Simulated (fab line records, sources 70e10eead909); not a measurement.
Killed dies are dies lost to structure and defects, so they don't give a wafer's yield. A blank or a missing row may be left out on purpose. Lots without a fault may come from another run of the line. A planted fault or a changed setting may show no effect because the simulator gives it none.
fab line records | flow nand_harc
record lots=6 wafers=18 last_day=31
route steps=1302 shown P_ZERO_WELL@29 P_STI@69 END@1302
lots that met no fault: from a run of the same line without faults
start_h: hours from the record's first day to the start of the lot's first wafer shown | wait_h: hours since the lot's step before | " the same as in the row above | L1.1+2: a row that stands for several wafers | - no value, or no start given | * or withheld: withheld | < > ~ a bound
route shown NAME@n: a module of which the file shows steps, and the number in the route of the first | usual: mean/standard deviation of fault-free wafers | same: alike in all rows | chamber/n: place in a boat | sites: the reading at each site | _std_site: their standard deviation | _edge_site: outer sites' mean less inner sites' | radius_mm: how far each site lies from the wafer's centre | mask NAME#n: copy n | behind: the tool/chamber that last shaped the wafer | hold: why the lot was held/for how many hours/how that ended | device: the transistor (n, p or np) that didn't switch | end of line: the same wafers' tests at the end of the route | a step without rows: its recipe alone | killed: dies lost to structure and defects at the first sort, not the wafer's yield | map: a wafer's dies, x killed, . not, _ none there
set.NAME: the setting as run; set.NAME@STEP: as run at that earlier step | model.NAME: the simulator's own value behind a step, which no gauge read
lots at some steps of the route; a table a step, a row a wafer
services: from which hour (start_h, from the record's first day; less than 0 if before it) a tool's chamber was out of use, for how many hours, and why
## steps
# step NHARC_P_ZERO_WELL_CD_MEAS_24
# recipe target_cd_nm=720 landing_energy_ev=500
# usual cd_nm=720/3.1
# columns lot.wafer tool chamber start_h wait_h cd_nm
L115.1 cd_sem-03 0 32.58 - 723
L115.3 " 0 " " 720
L115.5 " 0 " " 723
L116.1 cd_sem-03 0 42.51 - 718
L116.2 " 0 " " 723
L116.3 " 0 " " 722
L122.2 cd_sem-01 0 102.58 - 717
L122.3 " 0 " " 720
L122.6 " 0 " " 720
L123.1 cd_sem-03 0 112.34 - 720
L123.4 " 0 " " 723
L123.5 " 0 " " 722
L130.1 cd_sem-03 0 183.02 - 716
L130.4 " 0 " " 712
L130.5 " 0 " " 715
L131.2 cd_sem-03 0 192.50 - 720
L131.3 " 0 " " 721
L131.6 " 0 " " 724
# step NHARC_P_ZERO_WELL_HARDBAKE_25
# recipe temp_c=125 time_s=80
# step NHARC_P_ZERO_WELL_DESCUM_26
# recipe time_s=3 o2_flow_sccm=200 ar_flow_sccm=0 bias_power_w=0 chemistry=O2
# usual drypump_motor_current_A=5.8/0.6 oes_product_au=1.002/0.012 rf_vpp_V=57.9/0.96 showerhead_plenum_p_Torr=1.94/0.088 throttle_valve_pct=11.312/0.0093
# same bias_power_w=0
# columns lot.wafer tool chamber start_h wait_h drypump_motor_current_A oes_product_au rf_hours_counter_h rf_vpp_V showerhead_plenum_p_Torr throttle_valve_pct
L115.1 rie_diel-13 1 32.74 - 6.5 1.003 9 56.4 1.77 11.315
L115.3 " 3 " " 6.0 0.974 10 59.1 1.94 11.304
L115.5 " 1 " " 6.5 0.998 - 56.8 1.77 11.312
L116.1 rie_diel-04 0 42.67 - 5.9 0.996 10 58.5 2.00 11.314
L116.2 " 1 " " 5.8 1.022 11 57.6 2.02 11.317
L116.3 " 2 " " 5.0 0.976 8 57.8 1.97 11.321
L122.2 rie_diel-13 1 102.75 - 6.5 1.002 38 58.1 1.76 11.313
L122.3 " 3 " " 6.0 0.989 31 58.5 1.93 11.319
L122.6 " 1 " " 6.5 1.007 - 56.4 1.76 11.304
L123.1 rie_diel-04 3 112.52 - 5.6 0.995 31 58.9 2.02 11.294
L123.4 " 0 " " 5.9 1.001 31 58.0 2.00 11.305
L123.5 " 2 " " 5.0 0.992 - 58.6 1.96 11.313
L130.4 rie_diel-13 3 183.18 - 6.1 0.992 4 56.4 1.92 11.303
L130.1 " 1 " " 6.5 1.017 6 58.0 2.07 11.297
L130.5 " 3 " " 6.0 0.991 - 57.9 1.92 11.321
L131.2 rie_diel-13 2 192.67 - 4.9 1.010 8 57.3 1.84 11.298
L131.3 " 3 " " 6.0 0.997 7 59.0 1.92 11.298
L131.6 " 1 " " 6.5 1.029 - 58.1 2.07 11.322
# step NHARC_P_ZERO_WELL_IMPLANT_27
# recipe energy_kev=600 dose_cm2=1e+13 tilt_deg=7
# step NHARC_P_ZERO_WELL_IMPLANT_57
# recipe energy_kev=250 dose_cm2=4e+12 tilt_deg=7
# step NHARC_P_ZERO_WELL_IMPLANT_58
# recipe energy_kev=100 dose_cm2=2e+12 tilt_deg=7
# step NHARC_P_ZERO_WELL_STRIP_28
# recipe time_s=840 temp_c=130 chemistry=SPM
# step NHARC_P_ZERO_WELL_DEHYDRATE_29
# recipe temp_c=150 time_s=120
# step NHARC_P_ZERO_WELL_HMDS_30
# recipe time_s=30
# step NHARC_P_ZERO_WELL_COAT_31
# recipe spin_rpm=withheld
# step NHARC_P_ZERO_WELL_SOFTBAKE_32
# recipe temp_c=122 time_s=95
# step NHARC_P_ZERO_WELL_EBR_33
# step NHARC_P_ZERO_WELL_EXPOSE_34
# recipe na=0.6 target_cd_nm=720 dose_mj=22.31 mask_id=P_PWELL
# usual stage_vel_mm_s=500.00/0.27
# columns lot.wafer tool chamber start_h wait_h mask stage_vel_mm_s model.P_ZERO_WELL.overlay_x_nm
L115.1 krf_scanner-04 0 34.08 - P_PWELL#0 500.43 6.304
L115.3 " 0 " " P_PWELL#0 500.71 6.304
L115.5 " 0 " " P_PWELL#0 500.69 6.304
L116.1 krf_scanner-02 0 43.99 - P_PWELL#0 500.04 -3.143
L116.2 " 0 " " P_PWELL#0 500.38 -3.143
L116.3 " 0 " " P_PWELL#0 500.02 -3.143
L122.2 krf_scanner-01 0 104.07 - P_PWELL#0 499.74 0.7125
L122.3 " 0 " " P_PWELL#0 500.03 0.7125
L122.6 " 0 " " P_PWELL#0 499.63 0.7125
L123.1 krf_scanner-04 0 113.83 - P_PWELL#0 500.23 -3.482
L123.4 " 0 " " P_PWELL#0 500.24 -3.482
L123.5 " 0 " " P_PWELL#0 500.13 -3.482
L130.1 krf_scanner-02 0 184.50 - P_PWELL#0 500.21 -100.9
L130.4 " 0 " " P_PWELL#0 499.69 -100.9
L130.5 " 0 " " P_PWELL#0 500.14 -100.9
L131.2 krf_scanner-02 0 193.86 - P_PWELL#0 500.25 -110.5
L131.3 " 0 " " P_PWELL#0 500.19 -110.5
L131.6 " 0 " " P_PWELL#0 500.14 -110.5
# step NHARC_P_ZERO_WELL_PEB_35
# recipe peb_temp_c=118 peb_time_s=85
# step NHARC_P_ZERO_WELL_DEVELOP_36
# recipe time_s=70
# step NHARC_P_ZERO_WELL_CD_MEAS_37
# recipe target_cd_nm=720 landing_energy_ev=500
# usual cd_nm=719.8/1.9
# columns lot.wafer tool chamber start_h wait_h cd_nm
L115.1 cd_sem-02 0 34.23 - 720.0
L115.3 " 0 " " 720.9
L115.5 " 0 " " 720.0
L116.1 cd_sem-01 0 44.15 - 718.7
L116.2 " 0 " " 720.3
L116.3 " 0 " " 719.5
L122.2 cd_sem-02 0 104.22 - 722.2
L122.3 " 0 " " 721.0
L122.6 " 0 " " 722.2
L123.1 cd_sem-02 0 113.98 - 719.3
L123.4 " 0 " " 719.8
L123.5 " 0 " " 723.5
L130.1 cd_sem-02 0 184.67 - 721.4
L130.4 " 0 " " 720.4
L130.5 " 0 " " 721.6
L131.2 cd_sem-01 0 194.01 - 721.3
L131.3 " 0 " " 722.1
L131.6 " 0 " " 722.3
# step NHARC_P_ZERO_WELL_HARDBAKE_38
# recipe temp_c=125 time_s=80
# step NHARC_P_ZERO_WELL_DESCUM_39
# recipe time_s=3 o2_flow_sccm=200 ar_flow_sccm=0 bias_power_w=0 chemistry=O2
# usual drypump_motor_current_A=5.9/0.6 oes_product_au=1.003/0.013 rf_vpp_V=57.9/0.9 showerhead_plenum_p_Torr=1.93/0.092 throttle_valve_pct=11.311/0.0084
# same bias_power_w=0
# columns lot.wafer tool chamber start_h wait_h drypump_motor_current_A oes_product_au rf_hours_counter_h rf_vpp_V showerhead_plenum_p_Torr throttle_valve_pct
L115.3 rie_diel-02 0 34.41 - 6.6 1.003 50 57.5 1.78 11.300
L115.1 " 2 " " 6.0 1.024 45 57.8 2.06 11.324
L115.5 " 0 " " 6.6 1.012 - 57.0 1.78 11.313
L116.3 rie_diel-04 0 44.35 - 5.9 1.012 10 58.7 2.00 11.302
L116.2 " 2 " " 5.0 1.001 8 58.7 1.97 11.308
L116.1 " 3 " " 5.6 1.003 8 59.8 2.03 11.315
L122.2 rie_diel-04 3 104.38 - 5.6 0.984 30 59.3 2.02 11.306
L122.3 " 1 " " 5.8 1.012 35 58.1 2.01 11.310
L122.6 " 2 " " 5.0 0.979 - 59.4 1.96 11.314
L123.4 rie_diel-02 3 114.16 - 6.7 1.021 21 58.1 1.93 11.308
L123.1 " 1 " " 6.6 0.998 19 58.6 1.83 11.291
L123.5 " 2 " " 6.0 1.002 - 58.2 2.05 11.312
L130.4 rie_diel-02 3 184.84 - 6.7 1.018 47 58.1 1.92 11.315
L130.1 " 1 " " 6.6 1.001 43 57.4 1.82 11.313
L130.5 " 2 " " 6.0 0.998 - 57.8 2.05 11.324
L131.3 rie_diel-13 0 194.17 - 5.3 1.008 7 57.3 1.93 11.310
L131.2 " 3 " " 6.0 1.006 7 57.6 1.92 11.312
L131.6 " 0 " " 5.3 1.010 - 56.0 1.93 11.309
# step NHARC_P_ZERO_WELL_IMPLANT_40
# recipe energy_kev=300 dose_cm2=1e+13 tilt_deg=7
# step NHARC_P_ZERO_WELL_IMPLANT_59
# recipe energy_kev=120 dose_cm2=5e+12 tilt_deg=7
# step NHARC_P_ZERO_WELL_IMPLANT_60
# recipe energy_kev=30 dose_cm2=2e+12 tilt_deg=7
# step NHARC_P_ZERO_WELL_STRIP_41
# recipe time_s=840 temp_c=130 chemistry=SPM
# step NHARC_P_ZERO_WELL_DEHYDRATE_44
# recipe temp_c=150 time_s=120
# step NHARC_P_ZERO_WELL_HMDS_45
# recipe time_s=30
# step NHARC_P_ZERO_WELL_COAT_46
# recipe spin_rpm=withheld
# step NHARC_P_ZERO_WELL_SOFTBAKE_47
# recipe temp_c=122 time_s=95
# step NHARC_P_ZERO_WELL_EBR_48
# step NHARC_P_ZERO_WELL_EXPOSE_49
# recipe na=0.6 target_cd_nm=2000 dose_mj=22.64 mask_id=P_HVPW
# step NHARC_P_ZERO_WELL_PEB_50
# recipe peb_temp_c=118 peb_time_s=85
# step NHARC_P_ZERO_WELL_DEVELOP_51
# recipe time_s=70
# step NHARC_P_ZERO_WELL_CD_MEAS_52
# recipe target_cd_nm=2000 landing_energy_ev=500
# usual cd_nm=2000.9/2.4
# columns lot.wafer tool chamber start_h wait_h cd_nm
L115.1 cd_sem-03 0 35.75 - 2001.2
L115.3 " 0 " " 1998.8
L115.5 " 0 " " 1999.0
L116.1 cd_sem-03 0 45.82 - 2002.1
L116.2 " 0 " " 1999.9
L116.3 " 0 " " 2000.8
L122.2 cd_sem-02 0 105.88 - 1996.9
L122.3 " 0 " " 1999.7
L122.6 " 0 " " 1998.1
L123.1 cd_sem-02 0 115.62 - 2003.2
L123.4 " 0 " " 2001.4
L123.5 " 0 " " 2003.7
L130.1 cd_sem-01 0 186.23 - 1998.2
L130.4 " 0 " " 1999.3
L130.5 " 0 " " 2002.5
L131.2 cd_sem-02 0 195.53 - 1999.4
L131.3 " 0 " " 2004.4
L131.6 " 0 " " 1998.4
# step NHARC_P_ZERO_WELL_HARDBAKE_53
# recipe temp_c=125 time_s=80
# step NHARC_P_ZERO_WELL_DESCUM_54
# recipe time_s=3 o2_flow_sccm=200 ar_flow_sccm=0 bias_power_w=0 chemistry=O2
# usual drypump_motor_current_A=6.0/0.64 oes_product_au=1.004/0.011 rf_vpp_V=57.6/0.91 showerhead_plenum_p_Torr=1.90/0.096 throttle_valve_pct=11.312/0.0078
# same bias_power_w=0
# columns lot.wafer tool chamber start_h wait_h drypump_motor_current_A oes_product_au rf_hours_counter_h rf_vpp_V showerhead_plenum_p_Torr throttle_valve_pct
L115.1 rie_diel-02 2 35.97 - 6.0 1.002 46 58.0 2.06 11.308
L115.3 " 3 " " 6.7 1.024 43 58.5 1.94 11.317
L115.5 " 0 " " 6.7 1.009 - 57.4 1.78 11.315
L116.2 rie_diel-13 3 46.11 - 6.0 0.987 17 58.5 1.94 11.299
L116.1 " 1 " " 6.5 1.010 15 57.0 1.77 11.321
L116.3 " 2 " " 4.9 1.001 15 57.7 1.85 11.316
L122.2 rie_diel-13 0 106.04 - 5.3 0.996 25 57.6 1.94 11.315
L122.3 " 3 " " 6.0 0.995 33 57.1 1.93 11.313
L122.6 " 0 " " 5.3 0.999 - 56.2 1.93 11.308
L123.1 rie_diel-04 1 115.80 - 5.9 1.011 37 57.9 2.01 11.305
L123.4 " 3 " " 5.6 0.995 33 58.4 2.02 11.306
L123.5 " 0 " " 5.9 1.004 - 57.6 2.00 11.309
L130.4 rie_diel-02 0 186.39 - 6.7 1.024 41 56.1 1.77 11.305
L130.1 " 3 " " 6.7 1.020 47 58.0 1.92 11.323
L130.5 " 0 " " 6.6 1.017 - 56.8 1.77 11.314
L131.2 rie_diel-02 2 195.68 - 6.0 1.000 47 59.3 2.04 11.317
L131.3 " 3 " " 6.7 1.019 49 57.9 1.92 11.312
L131.6 " 2 " " 6.0 0.993 - 58.7 2.04 11.308
# step NHARC_P_ZERO_WELL_IMPLANT_55
# recipe energy_kev=180 dose_cm2=8e+11 tilt_deg=7
# step NHARC_P_ZERO_WELL_IMPLANT_61
# recipe energy_kev=30 dose_cm2=5e+11 tilt_deg=7
# step NHARC_P_ZERO_WELL_STRIP_56
# recipe time_s=840 temp_c=130 chemistry=SPM
# step NHARC_P_ZERO_WELL_PRECLEAN_68
# recipe time_s=60 temp_c=50 bath_age_min=0 chemistry=SC1
# step NHARC_P_ZERO_WELL_SRD_69
# step NHARC_P_ZERO_WELL_RTA_42
# recipe temp_c=1100 time_s=300
# usual lamp_power_pct=37.8/0.76 lamp_zone_3_pct=37.8/0.76 wafer_temp_C_max=1106.3/1.4
# columns lot.wafer tool chamber start_h wait_h lamp_power_pct lamp_zone_3_pct wafer_temp_C_max
L115.1 rtp_anneal-01 0 36.92 - 37.0 37.0 1105.8
L115.3 " 0 " " 37.0 37.0 1104.8
L115.5 " 0 " " 37.0 37.0 1106.2
L116.1 rtp_anneal-01 0 47.11 - 37.0 37.0 1104.7
L116.2 " 0 " " 37.0 37.0 1106.2
L116.3 " 0 " " 37.0 37.0 1104.6
L122.2 rtp_anneal-01 0 107.28 - 37.0 37.0 1104.7
L122.3 " 0 " " 36.9 37.0 1104.1
L122.6 " 0 " " 37.0 36.9 1104.8
L123.1 rtp_anneal-01 0 116.76 - 37.0 37.1 1103.4
L123.4 " 0 " " 37.0 36.9 1105.3
L123.5 " 0 " " 37.0 37.0 1105.0
L130.1 rtp_anneal-02 0 187.47 - 38.6 38.6 1106.5
L130.4 " 0 " " 38.6 38.6 1108.5
L130.5 " 0 " " 38.5 38.5 1108.3
L131.2 rtp_anneal-02 0 196.78 - 38.6 38.6 1107.3
L131.3 " 0 " " 38.6 38.6 1106.7
L131.6 " 0 " " 38.6 38.6 1106.2
# step NHARC_P_ZERO_WELL_INSPECT_43
# usual raw_defect_count=13/6.7
# columns lot.wafer tool chamber start_h wait_h raw_defect_count
L115.1 defect_inspect-01 - 37.60 0.6 14
L115.3 " - " " 11
L115.5 " - " " 14
L116.1 defect_inspect-02 - 47.79 0.6 11
L116.2 " - " " 24
L116.3 " - " " 15
L122.2 defect_inspect-01 - 107.85 0.5 32
L122.3 " - " " 12
L122.6 " - " " 41
L123.1 defect_inspect-02 - 117.44 0.6 22
L123.4 " - " " 13
L123.5 " - " " 7
L130.1 defect_inspect-02 - 188.14 0.6 5
L130.4 " - " " 12
L130.5 " - " " 19
L131.2 defect_inspect-01 - 197.35 0.5 5
L131.3 " - " " 11
L131.6 " - " " 4
# step NHARC_P_STI_ETCH_26
# recipe target_depth_a=110 chemistry=dHF material=SiO2
# step NHARC_P_STI_PRECLEAN_27
# recipe time_s=* temp_c=50 bath_age_min=0 chemistry=SC1
# step NHARC_END_SORT_01
# recipe temp_c=25
# usual killed_at_array=59/20 killed_at_other=0.8/1.1 killed_at_periphery=5/3.1 killed_dies=64/21 killed_open=3.4/1.9 killed_short=2.3/1.7
# same gross_dies=677
# columns lot.wafer tool chamber start_h wait_h killed_at_array killed_at_other killed_at_periphery killed_dies killed_open killed_short
L115.1 prober-02 0 560.76 2.5 27 0 3 30 4 5
L115.3 prober-02 0 562.36 3.1 24 1 5 30 4 3
L115.5 prober-02 0 563.96 3.7 17 0 1 18 3 1
L122.2 prober-02 0 635.31 2.8 64 0 2 66 1 3
L122.3 prober-02 0 636.12 3.1 56 0 4 60 2 0
L122.6 prober-02 0 638.55 4.0 58 0 3 61 2 0
L123.1 prober-02 0 645.56 2.5 39 1 4 44 5 0
L123.4 prober-02 0 647.96 3.4 70 0 5 75 2 5
L123.5 prober-02 0 648.76 3.7 46 0 0 46 3 2
L130.1 prober-02 0 738.07 2.5 50 1 46 97 6 4
L130.4 prober-02 0 740.44 3.4 54 1 46 101 4 1
L130.5 prober-02 0 741.23 3.7 41 1 48 90 4 1
L131.2 prober-01 0 738.91 2.8 74 0 59 133 6 4
L131.3 prober-01 0 739.72 3.1 71 0 75 146 7 0
L131.6 prober-01 0 742.14 4.0 62 0 67 129 2 3
# killed by level:class
L115.1 A_CHANNEL_HOLE_D2:chamber_film_flake=7 A_CONTACT:chamber_film_flake=4 A_CHANNEL_FILL_D1:geometric_particle:short=2 P_M0:chamber_film_flake=2 A_CHANNEL_HOLE_D1:chamber_film_flake=2 A_STAIRCASE:chamber_film_flake=2 A_WL_FILL:chamber_film_flake=2 A_SGD_CUT:geometric_particle:open=1
L115.3 A_CONTACT:chamber_film_flake=8 A_CHANNEL_HOLE_D2:chamber_film_flake=7 A_CHANNEL_FILL_D2:chamber_film_flake=2 A_WL_FILL:chamber_film_flake=2 P_GATE:geometric_particle:open=1 P_GATE:geometric_particle:short=1 A_ONON_D1:geometric_particle:short=1 A_CHANNEL_FILL_D1:geometric_particle:open=1
L115.5 A_CHANNEL_HOLE_D2:chamber_film_flake=6 A_CONTACT:chamber_film_flake=6 P_M0:geometric_particle:open=1 A_ONON_D2:geometric_particle:short=1 A_WL_FILL:geometric_particle:open=1 A_CONTACT:geometric_particle:open=1 A_CHANNEL_HOLE_D1:chamber_film_flake=1 A_WL_FILL:chamber_film_flake=1
L122.2 A_CHANNEL_HOLE_D1:chamber_film_flake=30 A_CHANNEL_HOLE_D2:chamber_film_flake=14 A_CONTACT:chamber_film_flake=10 A_WL_FILL:chamber_film_flake=3 A_DECK1_JOINT:chamber_film_flake=2 P_CONTACT:geometric_particle:short=1 A_ONON_D2:geometric_particle:short=1 A_ONON_D2:geometric_particle:open=1
L122.3 A_CHANNEL_HOLE_D1:chamber_film_flake=31 A_CHANNEL_HOLE_D2:chamber_film_flake=13 A_CONTACT:chamber_film_flake=5 A_SLIT:chamber_film_flake=3 P_GATE:chamber_film_flake=2 A_WL_FILL:chamber_film_flake=2 P_CONTACT:geometric_particle:open=1 A_ONON_D2:geometric_particle:open=1
L122.6 A_CHANNEL_HOLE_D1:chamber_film_flake=33 A_CHANNEL_HOLE_D2:chamber_film_flake=13 A_CONTACT:chamber_film_flake=6 A_BONDPAD:chamber_film_flake=3 P_M2:geometric_particle:open=1 A_SOURCE_PLATE:geometric_particle:open=1 P_ZERO_WELL:chamber_film_flake=1 P_GATE:chamber_film_flake=1
L123.1 A_SLIT:chamber_film_flake=23 A_CHANNEL_HOLE_D2:chamber_film_flake=7 A_ONON_D1:geometric_particle:open=2 P_STI:chamber_film_flake=2 A_CHANNEL_HOLE_D1:chamber_film_flake=2 P_CONTACT:geometric_particle:open=1 A_CHANNEL_FILL_D1:geometric_particle:open=1 A_M1:geometric_particle:open=1
L123.4 A_SLIT:chamber_film_flake=29 A_CHANNEL_HOLE_D2:chamber_film_flake=17 A_M1:chamber_film_flake=7 A_ZERO_WELL:chamber_film_flake=4 A_CONTACT:chamber_film_flake=4 P_ZERO_WELL:chamber_film_flake=3 A_CHANNEL_HOLE_D1:chamber_film_flake=3 A_DECK1_JOINT:geometric_particle:short=2
L123.5 A_SLIT:chamber_film_flake=20 A_CHANNEL_HOLE_D2:chamber_film_flake=6 A_CONTACT:chamber_film_flake=5 A_CHANNEL_HOLE_D1:chamber_film_flake=4 A_ONON_D1:geometric_particle:open=2 A_M1:chamber_film_flake=2 A_ONON_D1:geometric_particle:short=1 A_CHANNEL_FILL_D1:geometric_particle:short=1
L130.1 P_ZERO_WELL:overlay=38 A_CHANNEL_HOLE_D2:chamber_film_flake=24 A_CONTACT:chamber_film_flake=8 A_CHANNEL_HOLE_D1:chamber_film_flake=6 A_CHANNEL_FILL_D1:chamber_film_flake=3 A_SLIT:chamber_film_flake=3 P_STI:chamber_film_flake=2 P_GATE:chamber_film_flake=2
L131.2 P_ZERO_WELL:overlay=55 A_CHANNEL_HOLE_D1:chamber_film_flake=33 A_STAIRCASE:chamber_film_flake=15 A_CONTACT:chamber_film_flake=7 A_CHANNEL_HOLE_D2:chamber_film_flake=6 A_SLIT:chamber_film_flake=5 P_CONTACT:geometric_particle:open=2 A_ONON_D1:geometric_particle:short=2
L131.3 P_ZERO_WELL:overlay=66 A_CHANNEL_HOLE_D1:chamber_film_flake=36 A_STAIRCASE:chamber_film_flake=18 A_CONTACT:chamber_film_flake=6 P_CONTACT:geometric_particle:open=3 P_ZERO_WELL:chamber_film_flake=3 A_SLIT:chamber_film_flake=3 P_STI:chamber_film_flake=2
L130.4 P_ZERO_WELL:overlay=39 A_CHANNEL_HOLE_D2:chamber_film_flake=28 A_CONTACT:chamber_film_flake=7 A_CHANNEL_HOLE_D1:chamber_film_flake=5 A_STAIRCASE:chamber_film_flake=5 P_BONDPAD:chamber_film_flake=4 A_CHANNEL_FILL_D1:chamber_film_flake=4 P_STI:chamber_film_flake=3
L130.5 P_ZERO_WELL:overlay=40 A_CHANNEL_HOLE_D2:chamber_film_flake=18 A_CONTACT:chamber_film_flake=4 A_CHANNEL_FILL_D1:chamber_film_flake=4 A_STAIRCASE:chamber_film_flake=4 A_SLIT:chamber_film_flake=4 P_STI:chamber_film_flake=3 P_GATE:chamber_film_flake=2
L131.6 P_ZERO_WELL:overlay=66 A_CHANNEL_HOLE_D1:chamber_film_flake=35 A_STAIRCASE:chamber_film_flake=9 A_SLIT:chamber_film_flake=4 A_CHANNEL_HOLE_D2:chamber_film_flake=3 A_CONTACT:chamber_film_flake=3 A_ONON_D1:geometric_particle:short=2 A_BLC:chamber_film_flake=2
# map L130.4 (x killed, . not)
____________x____________
_________..x...x_________
_______.......x..._______
______....x..x..x..______
_____..x......x....._____
____.x.xx....xx..x...____
____xx..x............____
___xxxxxx.............___
___..xxx..x...........___
__..x.xxx..........x...__
__..xxx.......x........__
_....xxx................_
_..x..xx..x......xx....._
_.x...x............x.x.._
_..........xxx.........x_
_x.x..x.x.....x.....xx.._
........x.x..x.......x...
.................xx......
...x.....x.x.............
.........................
.x.....x.......x.........
_.....x......x...x..xx.._
_..x........xx.........._
_..x...x................_
_......................._
_......................._
__.............x.......__
__....x................__
___x..................___
___.......x...x.......___
____......x.....x....____
____....xx...........____
_____..x......x.xx.._____
______.....x...x...______
_______.x....x...._______
_________.....x._________
____________.____________
# map L131.3 (x killed, . not)
____________.____________
_________......._________
_______x......xx.._______
______..x.....x.xx.______
_____.........x..x.._____
____...x......xxxxx.x____
____......xx..xxx.xx.____
___.........xxxxxxx...___
___......x...xxxxxxx..___
__..........x.xxxx.x...__
__x.x......x.xxxx.x....__
_....x.x.....x.x.x..xx.._
_..xx....x..x..x..xx...x_
_...xx...........x...x.._
_.....xxxx....x...xx...._
_....xxxx.......x...xx.._
...xx..x..xx.x....x......
............x....x..x....
.......x.........x..xx...
.x.......x.xx............
....x...x................
_...x.x..x..........xx.._
_......................._
_....x....x............._
_x......x.........x....._
_x........x..x.........._
__x..xx.............x..__
__.....x...x......x....__
___..........x......xx___
___......x..x.x......x___
____......xxx..x.....____
____.....xx.......x.x____
_____.....x........x_____
______..x...x......______
_______.......x..._______
_________x......_________
____________.____________
## services
# columns tool chamber start_h hours kind
krf_scanner-04 - 10.00 4.0 pm
rie_diel-02 2 10.40 5.7 repair
rtp_anneal-02 - 12.00 12.0 pm
krf_scanner-01 - 13.80 1.9 repair
rie_diel-02 3 20.97 9.9 repair
rie_diel-13 0 27.71 42.8 repair
rie_diel-02 - 42.37 9.0 pm
rie_diel-04 0 47.19 6.5 repair
rie_diel-02 2 58.23 5.0 repair
krf_scanner-04 - 72.04 9.3 repair
rie_diel-02 2 80.40 7.0 repair
rie_diel-02 - 84.55 0.5 repair
rie_diel-13 3 87.57 11.0 repair
krf_scanner-04 - 89.10 1.0 repair
krf_scanner-02 - 94.00 4.0 pm
rie_diel-04 0 101.09 5.0 repair
rie_diel-04 - 117.12 0.8 repair
rie_diel-02 0 121.54 12.1 repair
rie_diel-13 - 165.12 9.0 pm
rie_diel-04 - 177.90 9.0 pm
rie_diel-02 - 178.95 0.2 repair
rie_diel-02 3 179.29 4.0 repair
krf_scanner-04 - 182.00 4.0 pm
rie_diel-04 - 195.88 0.3 repair
## key
first_sign step=NHARC_END_SORT_01 reading=killed_at_periphery direction=up sigmas=17 usual=5 struck=57
effect step=NHARC_END_SORT_01 reading=killed_dies direction=up sigmas=2.5 usual=64 struck=116 wafers_moved=3
model_effect step=NHARC_P_ZERO_WELL_EXPOSE_34 value=P_ZERO_WELL.overlay_x_nm without=-4.28 struck=-105.7
more_kills_born_at NHARC_P_ZERO_WELL_EXPOSE_34@krf_scanner-02=304
met_at NHARC_P_ZERO_WELL_EXPOSE_34
struck_wafers L130.1,L130.4,L130.5,L131.2,L131.3,L131.6
tester_left_out L130,L131
onset_between 43.99 184.50
also_fits time
fault kind=scanner_matching_overlay tool=krf_scanner-02 chamber=- onset_h=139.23 steps=NHARC_P_ZERO_WELL_EXPOSE_34 offset=-101.44
# tester_left_out: of these lots the tester's yield and bins aren't shown, on N5 and GAA mostly nor the transistor test; their killed dies are dies lost to structure and defects alone, not to doping, threshold or leakage, so they don't give the yield
